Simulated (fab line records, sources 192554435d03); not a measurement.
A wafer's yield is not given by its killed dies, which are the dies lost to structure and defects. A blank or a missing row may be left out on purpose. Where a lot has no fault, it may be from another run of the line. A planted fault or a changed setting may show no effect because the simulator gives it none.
fab line records ; flow n5-finfet
record lots=10; wafers=30; last-day=16
route steps=1938 shown FIN_CUT@164 STI_FIN_REVEAL@183 BEOL_M4@1111
lots untouched by any fault: they come from a run of this same line in which no faults occurred
start-h: the number of hours between the record's first day and the start of the first shown wafer of the lot ; wait-h: time in hours since the lot's previous step ; " the same as in the row above ; L1.1+2: a single row standing in for several wafers ; - either no value or no given start ; * or withheld: withheld ; < > ~ a bound
route shown NAME@n: names a module that has steps shown in the file, with the first one's number in the route ; usual: mean/standard deviation of fault-free wafers ; same: alike in all rows ; chamber/n: place in a boat ; sites: readings site by site ; _std_site: the standard deviation of these ; _edge_site: the outer-site mean with the inner-site mean subtracted ; radius-mm: for every site, how far away it sits from the centre of the wafer ; mask NAME#n: copy n ; behind: the tool/chamber that last shaped the wafer ; hold: what put the lot on hold/how long, in hours/how the hold closed ; device: which transistor (n, p or np) failed to switch ; end of line: the route-end tests of the same wafers ; where a step has no rows: the recipe by itself ; killed: dies that structure and defects cost at the first sort, which is not the same as the wafer's yield ; map: per-die view of a wafer (x killed, . not killed, _ where there is no die)
set.NAME: the setting the step ran with; set.NAME@STEP: the setting that earlier step ran with ; model.NAME: the simulator's own value behind a step, which no gauge read
steps of the route over a sample of lots; a table a step, a row a wafer
services: when a tool's chamber went out of use (start-h, in hours from the record's first day, below 0 if earlier), for how many hours, and the reason
## steps
# step N5_FIN_CUT_OVL_MEAS_09
# recipe points-per-wafer=522
# usual FIN_CUT_OVL=-0.2/0.52
lot.wafer;tool;chamber;start-h;wait-h;FIN_CUT_OVL[nm]
L471.3;overlay-01;0;46.92;0.0;-0.4
L471.4;overlay-01;0;46.92;0.0;-0.5
L471.6;overlay-01;0;46.92;0.0;-0.3
L472.1;overlay-02;0;52.40;0.0;0.0
L472.5;overlay-02;0;52.40;0.0;-0.1
L472.6;overlay-02;0;52.40;0.0;0.1
L474.4;overlay-02;0;65.77;0.0;-0.5
L474.5;overlay-02;0;65.77;0.0;-0.5
L474.6;overlay-02;0;65.77;0.0;-0.8
L475.1;overlay-02;0;70.34;0.0;-0.2
L475.2;overlay-02;0;70.34;0.0;-0.3
L475.5;overlay-02;0;70.34;0.0;-0.8
L477.1;overlay-02;0;81.84;0.0;-0.5
L477.3;overlay-02;0;81.84;0.0;-0.1
L477.5;overlay-02;0;81.84;0.0;0.3
L478.3;overlay-01;0;86.56;0.0;-0.4
L478.4;overlay-01;0;86.56;0.0;-0.7
L478.5;overlay-01;0;86.56;0.0;-0.3
L484.3;overlay-01;0;123.06;0.0;0.1
L484.5;overlay-01;0;123.06;0.0;-0.1
L484.6;overlay-01;0;123.06;0.0;0.3
L487.2;overlay-01;0;141.01;0.0;-1.1
L487.4;overlay-01;0;141.01;0.0;-1.3
L487.5;overlay-01;0;141.01;0.0;-0.6
L488.1;overlay-01;0;146.53;0.0;0.0
L488.2;overlay-01;0;146.53;0.0;0.4
L488.4;overlay-01;0;146.53;0.0;0.9
L489.1;overlay-02;0;152.24;0.0;-0.4
L489.4;overlay-02;0;152.24;0.0;0.1
L489.5;overlay-02;0;152.24;0.0;-1.1
# step N5_FIN_CUT_STRIP_24
# recipe chemistry=CF4; resist=SiARC; power-w=300; bias-power-w=75; pressure-mtorr=50; cf4-flow-sccm=150; rf-frequency-hz=6e+07
# usual drypump-motor-current-A=5.7/0.48; oes-product-au=0.80/0.07; rf-vpp-V=271.2/1.2; showerhead-plenum-p-Torr=1.80/0.046; throttle-valve-pct=13.47/0.27
lot.wafer;tool;chamber;start-h;wait-h;drypump-motor-current-A;oes-product-au;rf-hours-counter-h;rf-vpp-V;showerhead-plenum-p-Torr;throttle-valve-pct
L471.3;rie-diel-03;2;47.42;0.0;5.7;0.72;191;271.5;1.86;13.70
L471.4;rie-diel-03;1;47.42;0.0;4.8;0.70;232;271.6;1.84;13.89
L471.6;rie-diel-03;2;47.42;0.0;5.7;0.72;-;270.9;1.86;13.68
L472.1;rie-diel-05;3;52.91;0.0;6.4;0.84;50;270.6;1.77;13.64
L472.5;rie-diel-05;3;52.91;0.0;6.4;0.84;-;270.9;1.77;13.65
L472.6;rie-diel-05;0;52.91;0.0;5.8;0.74;-;272.1;1.79;13.64
L474.4;rie-diel-05;0;66.26;0.0;5.8;0.74;187;270.7;1.79;13.64
L474.5;rie-diel-05;2;66.26;0.0;5.9;0.84;-;272.7;1.83;13.35
L474.6;rie-diel-05;3;66.26;0.0;6.4;0.84;-;269.1;1.77;13.65
L475.1;rie-diel-02;0;70.85;0.0;5.4;0.93;14;271.1;1.74;12.88
L475.2;rie-diel-02;2;70.85;0.0;6.4;0.74;133;271.4;1.80;13.70
L475.5;rie-diel-02;3;70.85;0.0;5.4;0.76;-;271.0;1.78;13.62
L477.1;rie-diel-02;1;82.35;0.0;5.7;0.83;62;270.1;1.74;13.30
L477.3;rie-diel-02;3;82.35;0.0;5.4;0.76;138;270.4;1.77;13.64
L477.5;rie-diel-02;0;82.35;0.0;5.4;0.92;-;270.3;1.74;12.87
L478.3;rie-diel-03;3;87.18;0.0;6.7;0.83;58;271.7;1.84;13.38
L478.4;rie-diel-03;2;87.18;0.0;5.7;0.71;202;272.3;1.86;13.71
L478.5;rie-diel-03;2;87.18;0.0;5.7;0.71;-;272.7;1.86;13.72
L484.3;rie-diel-02;0;123.56;0.0;5.4;0.89;31;270.1;1.74;12.91
L484.5;rie-diel-02;2;123.56;0.0;6.4;0.72;-;271.5;1.79;13.76
L484.6;rie-diel-02;1;123.56;0.0;5.7;0.81;-;271.6;1.73;13.35
L487.2;rie-diel-03;0;141.75;0.0;5.3;0.84;66;268.9;1.74;13.37
L487.4;rie-diel-03;3;141.75;0.0;6.7;0.82;76;271.3;1.83;13.41
L487.5;rie-diel-03;0;141.75;0.0;5.3;0.84;-;270.2;1.74;13.38
L488.1;rie-diel-05;1;147.13;0.0;5.6;0.75;151;272.2;1.86;13.45
L488.2;rie-diel-05;0;147.13;0.0;5.8;0.72;215;272.9;1.78;13.70
L488.4;rie-diel-05;3;147.13;0.0;6.4;0.82;74;269.8;1.76;13.71
L489.1;rie-diel-05;2;152.93;0.0;5.8;0.81;90;271.4;1.82;13.41
L489.4;rie-diel-05;0;152.93;0.0;5.8;0.72;217;270.3;1.78;13.70
L489.5;rie-diel-05;2;152.93;0.0;5.9;0.81;-;270.1;1.82;13.39
# step N5_FIN_CUT_PRECLEAN_35
# recipe time-s=13.3; temp-c=45; pressure-torr=125; p-hf-torr=3; p-coreactant-torr=25; chemistry=vHF
# usual drypump-motor-current-A=5.48/0.21; time-s=13.3/0
lot.wafer;tool;chamber;start-h;wait-h;drypump-motor-current-A;time-s
L471.3;vapor-etch-02;0;47.57;0.1;5.33;13.3
L471.4;vapor-etch-02;1;47.57;0.1;5.59;13.3
L471.6;vapor-etch-02;0;47.57;0.1;5.34;13.3
L472.1;vapor-etch-02;0;53.04;0.0;5.33;13.3
L472.5;vapor-etch-02;0;53.04;0.0;5.33;13.3
L472.6;vapor-etch-02;1;53.04;0.0;5.58;13.3
L474.4;vapor-etch-02;1;66.41;0.1;5.55;13.3
L474.5;vapor-etch-02;1;66.41;0.1;5.59;13.3
L474.6;vapor-etch-02;0;66.41;0.1;5.32;13.3
L475.1;vapor-etch-02;1;70.98;0.0;5.58;12.045
L475.2;vapor-etch-02;0;70.98;0.0;5.33;13.3
L475.5;vapor-etch-02;0;70.98;0.0;5.31;12.045
L477.1;vapor-etch-02;1;82.49;0.0;5.57;12.045
L477.3;vapor-etch-02;0;82.49;0.0;5.34;12.045
L477.5;vapor-etch-02;0;82.49;0.0;5.34;12.045
L478.3;vapor-etch-02;0;87.34;0.1;5.33;12.045
L478.4;vapor-etch-02;1;87.34;0.1;5.58;13.3
L478.5;vapor-etch-02;1;87.34;0.1;5.57;12.045
L484.3;vapor-etch-01;0;123.71;0.1;5.21;13.3
L484.5;vapor-etch-01;0;123.71;0.1;5.21;13.3
L484.6;vapor-etch-01;1;123.71;0.1;5.87;13.3
L487.2;vapor-etch-02;1;141.88;0.0;5.60;13.3
L487.4;vapor-etch-02;0;141.88;0.0;5.33;13.3
L487.5;vapor-etch-02;0;141.88;0.0;5.33;13.3
L488.1;vapor-etch-02;0;147.27;0.0;5.33;13.3
L488.2;vapor-etch-02;1;147.27;0.0;5.59;13.3
L488.4;vapor-etch-02;1;147.27;0.0;5.57;13.3
L489.1;vapor-etch-02;0;153.06;0.0;5.33;13.3
L489.4;vapor-etch-02;0;153.06;0.0;5.31;13.3
L489.5;vapor-etch-02;0;153.06;0.0;5.33;13.3
# step N5_STI_FIN_REVEAL_ALD_00
# recipe material=SiO2; target-thk-a=10; temp-c=300; ald-precursor-family=BDEAS; ald-co-reactant=O2-plasma; pulse-time-s=1; pressure-torr=2
# usual chamber-pressure-Torr=2.000/0.0041; heater-power-w=485/38; precursor-pulse-height-rel=0.998/0.019
lot.wafer;tool;chamber;start-h;wait-h;chamber-pressure-Torr;heater-power-w;precursor-pulse-height-rel
L471.3;ald-sin-03;1;47.95;0.0;2.003;427;1.026
L471.4;ald-sin-03;2;47.95;0.0;1.999;486;0.998
L471.6;ald-sin-03;1;47.95;0.0;2.000;425;0.992
L472.1;ald-sin-03;0;54.38;1.0;2.000;497;0.978
L472.5;ald-sin-03;3;54.38;1.0;1.996;511;0.970
L472.6;ald-sin-03;2;54.38;1.0;2.009;479;0.983
L474.4;ald-sin-01;1;67.48;0.7;2.005;526;1.010
L474.5;ald-sin-01;2;67.48;0.7;2.008;488;1.028
L474.6;ald-sin-01;1;67.48;0.7;2.005;517;0.984
L475.1;ald-sin-03;1;71.38;0.0;2.005;434;0.996
L475.2;ald-sin-03;0;71.38;0.0;1.997;503;0.959
L475.5;ald-sin-03;0;71.38;0.0;1.995;510;1.004
L477.1;ald-sin-03;0;82.89;0.0;1.999;504;1.028
L477.3;ald-sin-03;3;82.89;0.0;2.003;512;1.020
L477.5;ald-sin-03;1;82.89;0.0;1.997;425;0.985
L478.3;ald-sin-04;3;89.19;1.4;1.996;467;0.976
L478.4;ald-sin-04;0;89.19;1.4;1.998;462;1.044
L478.5;ald-sin-04;1;89.19;1.4;1.995;555;1.019
L484.3;ald-sin-03;0;124.10;0.0;2.001;483;0.998
L484.5;ald-sin-03;0;124.10;0.0;2.002;489;0.998
L484.6;ald-sin-03;3;124.10;0.0;2.000;499;1.024
L487.2;ald-sin-04;0;142.29;0.0;1.996;472;1.030
L487.4;ald-sin-04;1;142.29;0.0;1.998;553;0.997
L487.5;ald-sin-04;2;142.29;0.0;1.999;510;0.989
L488.1;ald-sin-04;2;147.85;0.2;2.000;512;0.989
L488.2;ald-sin-04;3;147.85;0.2;1.998;471;0.999
L488.4;ald-sin-04;1;147.85;0.2;2.005;563;0.990
L489.1;ald-sin-01;1;153.64;0.0;2.005;531;1.003
L489.4;ald-sin-01;0;153.64;0.0;1.999;418;1.046
L489.5;ald-sin-01;2;153.64;0.0;2.004;471;1.013
# step N5_BEOL_M4_RC_MEAS_101
# usual DIBL_N=36.0/2.2; DIBL_P=35.9/2.6; IOFF_N=0.16/0.038; IOFF_P=0.21/0.042; ION_N=675/15; ION_P=463/10; SS_N=71.5/0.62; SS_P=73.2/0.76; VT_N=250/4.1; VT_P=-251/3.6
lot.wafer;tool;chamber;start-h;wait-h;DIBL_N[mV/V];DIBL_P[mV/V];IOFF_N[nA/um];IOFF_P[nA/um];ION_N[uA/um];ION_P[uA/um];SS_N[mV/dec];SS_P[mV/dec];VT_N[mV];VT_P[mV]
L472.1;prober-01;0;192.73;0.0;32.4;31.1;0.10;0.14;662;457;71.0;72.7;259;-258
L472.5;prober-01;0;192.73;0.0;32.1;31.3;0.10;0.14;648;454;70.5;72.4;260;-257
L472.6;prober-01;0;192.73;0.0;34.7;33.8;0.13;0.18;674;465;71.4;74.1;255;-251
L471.3;prober-02;0;194.41;0.3;33.3;33.6;0.12;0.15;657;446;70.9;73.0;253;-255
L471.4;prober-02;0;194.41;0.3;36.6;37.5;0.17;0.20;680;458;72.6;73.8;247;-251
L471.6;prober-02;0;194.41;0.3;34.8;34.4;0.14;0.15;656;444;71.8;73.3;251;-255
L474.4;prober-01;0;211.21;0.5;43.9;43.5;0.29;0.34;693;471;72.5;75.3;245;-245
L474.5;prober-01;0;211.21;0.5;41.1;40.2;0.22;0.26;687;469;72.6;74.2;243;-247
L474.6;prober-01;0;211.21;0.5;37.2;35.3;0.14;0.19;684;467;71.3;73.0;252;-255
L475.1;prober-01;0;214.28;0.0;36.5;35.6;0.15;0.20;672;462;71.5;73.3;249;-249
L475.2;prober-01;0;214.28;0.0;34.2;34.0;0.13;0.19;682;473;70.9;72.4;253;-250
L475.5;prober-01;0;214.28;0.0;35.0;34.3;0.13;0.19;673;465;70.7;72.6;251;-249
L477.1;prober-02;0;215.85;0.0;37.8;37.3;0.16;0.19;675;459;71.2;73.3;252;-254
L477.3;prober-02;0;215.85;0.0;35.3;34.2;0.12;0.16;644;445;70.9;73.4;259;-256
L477.5;prober-02;0;215.85;0.0;35.8;33.6;0.13;0.15;653;446;71.9;72.5;256;-259
L478.3;prober-01;0;227.78;0.3;32.1;32.0;0.11;0.13;679;457;70.8;71.7;251;-258
L478.4;prober-01;0;227.78;0.3;37.1;37.1;0.16;0.19;687;463;72.5;72.6;250;-254
L478.5;prober-01;0;227.78;0.3;35.9;37.0;0.15;0.20;676;453;71.3;72.6;247;-252
L484.3;prober-01;0;262.40;0.3;36.0;37.5;0.18;0.24;687;470;71.2;73.3;246;-246
L484.5;prober-01;0;262.40;0.3;37.0;38.6;0.19;0.25;691;475;71.3;73.8;246;-247
L484.6;prober-01;0;262.40;0.3;34.2;34.9;0.15;0.19;694;480;71.1;72.6;249;-250
L487.2;prober-02;0;281.27;0.2;38.6;39.0;0.18;0.23;675;464;71.9;73.4;249;-250
L487.4;prober-02;0;281.27;0.2;39.9;42.4;0.22;0.29;696;482;72.1;73.9;245;-248
L487.5;prober-02;0;281.27;0.2;38.5;39.0;0.20;0.25;689;472;71.6;73.0;246;-250
L489.1;prober-02;0;290.17;0.0;35.9;36.9;0.17;0.28;684;476;71.5;74.2;249;-243
L489.4;prober-02;0;290.17;0.0;32.9;32.5;0.12;0.19;663;462;70.3;72.6;255;-249
L489.5;prober-02;0;290.17;0.0;33.8;31.9;0.12;0.18;656;454;70.8;72.2;252;-251
L488.1;prober-02;0;293.57;0.0;38.0;39.0;0.20;0.25;685;465;72.1;74.5;248;-251
L488.2;prober-02;0;293.57;0.0;34.9;35.5;0.15;0.19;689;469;71.6;73.0;250;-250
L488.4;prober-02;0;293.57;0.0;34.1;34.3;0.13;0.18;664;458;71.3;73.1;253;-254
## services
tool;chamber;start-h;hours;kind
ald-sin-01;2;37.67;17.9;repair
ald-sin-04;3;47.30;10.1;repair
ald-sin-03;2;73.47;9.4;repair
vapor-etch-01;-;75.51;0.5;repair
vapor-etch-01;0;84.13;4.2;repair
ald-sin-03;-;85.25;14.0;pm
ald-sin-03;0;85.25;14.0;vent-cycle
ald-sin-03;1;85.25;14.0;vent-cycle
ald-sin-03;2;85.25;14.0;vent-cycle
ald-sin-03;3;85.25;14.0;vent-cycle
rie-diel-02;-;89.59;0.7;repair
rie-diel-02;2;95.78;4.7;repair
rie-diel-02;3;97.68;4.5;repair
ald-sin-03;0;99.25;-;clean
ald-sin-03;1;99.25;-;clean
ald-sin-03;2;99.25;-;clean
ald-sin-03;3;99.25;-;clean
vapor-etch-01;-;101.37;0.5;repair
ald-sin-04;3;102.77;18.7;repair
rie-diel-03;1;109.14;-;clean
rie-diel-02;3;119.31;7.9;repair
rie-diel-05;-;122.19;0.2;repair
rie-diel-05;3;129.67;16.7;repair
ald-sin-01;1;144.50;5.2;repair
## key
first-sign step=N5_FIN_CUT_PRECLEAN_35; reading=time-s; direction=down; sigmas=99+; usual=*; struck=*
effect none on later readings
met-at N5_FIN_CUT_PRECLEAN_35
struck-lots L475,L477,L478
struck-wafers L475.1,L475.5,L477.1,L477.3,L477.5,L478.3,L478.5
not-acting-at N5_FIN_CUT_OVL_MEAS_09,N5_FIN_CUT_STRIP_24,N5_STI_FIN_REVEAL_ALD_00
onset-between 66.41 70.98
fault kind=process-parameter-drift; tool=vapor-etch-02; chamber=-; onset-h=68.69; steps=N5_FIN_CUT_PRECLEAN_35; channel=time-s; offset=*; shape=step; end-h=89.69; scope=struck-wafers-only; stated=*
